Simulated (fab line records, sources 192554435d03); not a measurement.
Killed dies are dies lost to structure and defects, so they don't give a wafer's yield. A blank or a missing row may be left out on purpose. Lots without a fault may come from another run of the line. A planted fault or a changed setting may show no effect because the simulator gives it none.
Which tool did it? | flow n5_finfet | 8 lots, 24 wafers sampled, at 5 steps of a route of 1938

WHAT THE GAUGES READ, wafer by wafer
N5_FIN_SAQP_THK_MEAS_05.
lot  | measured    | on            | thk_nm (nm)
L787 | day 1 20:58 | film_metro-02 | 37.3 37.7 38.0
L788 | day 2 06:09 | film_metro-02 | 38.1 38.5 38.3
L797 | day 4 09:00 | film_metro-01 | 38.1 66.9 38.6
L798 | day 4 16:14 | film_metro-02 | 66.3 37.7 38.0
L801 | day 5 09:38 | film_metro-01 | 36.9 37.2 38.0
L805 | day 6 09:13 | film_metro-02 | 37.5 37.5 38.2
L807 | day 6 22:47 | film_metro-02 | 37.5 37.5 38.3
L809 | day 7 09:05 | film_metro-02 | 38.0 38.4 38.6

WHICH TOOL RAN EACH LOT (tool, then ch and the chambers of the sampled wafers, then the start)
lot  | N5_PMOS_HMC_CHANNEL_EPI_STRIP_33  | N5_PMOS_HMC_CHANNEL_EPI_CMP_21 | N5_FIN_SAQP_DENSIFY_62          | N5_FIN_SAQP_HM_DEP_03
L787 | rie_diel-03 ch 0,2, day 1 17:05   | cmp-01 ch 0,2, day 1 18:55     | rtp_anneal-02 ch 0, day 1 20:39 | pecvd-03 ch 0,2, day 1 20:52
L788 | rie_diel-03 ch 0,2,3, day 2 02:25 | cmp-03 ch 1,3, day 2 04:47     | rtp_anneal-01 ch 0, day 2 05:51 | pecvd-03 ch 0,1, day 2 06:04
L797 | rie_diel-04 ch 0,1,2, day 4 05:13 | cmp-03 ch 0,1,2, day 4 07:31   | rtp_anneal-02 ch 0, day 4 08:44 | pecvd-03 ch 1,2, day 4 08:55
L798 | rie_diel-01 ch 0,1,2, day 4 12:15 | cmp-01 ch 0,3, day 4 14:30     | rtp_anneal-02 ch 0, day 4 15:56 | pecvd-03 ch 0,2, day 4 16:08
L801 | rie_diel-03 ch 0,2,3, day 5 05:27 | cmp-04 ch 0,1,2, day 5 08:16   | rtp_anneal-02 ch 0, day 5 09:22 | pecvd-02 ch 0,1,2, day 5 09:33
L805 | rie_diel-01 ch 1,2, day 6 05:52   | cmp-01 ch 1,3, day 6 07:44     | rtp_anneal-02 ch 0, day 6 08:56 | pecvd-02 ch 0,1,2, day 6 09:08
L807 | rie_diel-04 ch 1,2, day 6 17:37   | cmp-04 ch 0,1, day 6 19:34     | rtp_anneal-01 ch 0, day 6 22:30 | pecvd-02 ch 0,1, day 6 22:41
L809 | rie_diel-04 ch 1,2, day 7 05:43   | cmp-01 ch 1,3, day 7 07:38     | rtp_anneal-02 ch 0, day 7 08:50 | pecvd-03 ch 1,2, day 7 08:59
- N5_PMOS_HMC_CHANNEL_EPI_STRIP_33: strips in N2/H2.
- N5_PMOS_HMC_CHANNEL_EPI_CMP_21: polishes SiGe30, target thk 54 nm.
- N5_FIN_SAQP_DENSIFY_62: time 60 s.
- N5_FIN_SAQP_HM_DEP_03: deposits SiNx from SiH4/NH3/N2, target thk 38 nm, time 33.6 s.

THE ANSWER, worked out from the rows above alone
Rule: what is usual is taken from the lots themselves. Put in order of their means at a reading, lots are off if they are a third of the lots or fewer, leave a main group of 4 or more, and stand apart from it by a gap of 3 or more times the standard deviation of the main group's means; of several such gaps the widest counts. A main group whose means are all the same, to the digits that the tables above print for the reading, isn't used. A lot without any number at a reading at which 4 lots or more have one is off too. The other lots that the step has rows for count as sound.
Off: L797, L798, at N5_FIN_SAQP_THK_MEAS_05 (thk_nm). The main group: mean 37.9 nm, standard deviation 0.35.
A tool fits if, at a process step before that reading, it ran every lot that is off, and no sound lot after the first of them. The gauges at N5_FIN_SAQP_THK_MEAS_05 are tried like those tools. None of those tried fits.

WHAT THE SIMULATOR HAD PUT IN
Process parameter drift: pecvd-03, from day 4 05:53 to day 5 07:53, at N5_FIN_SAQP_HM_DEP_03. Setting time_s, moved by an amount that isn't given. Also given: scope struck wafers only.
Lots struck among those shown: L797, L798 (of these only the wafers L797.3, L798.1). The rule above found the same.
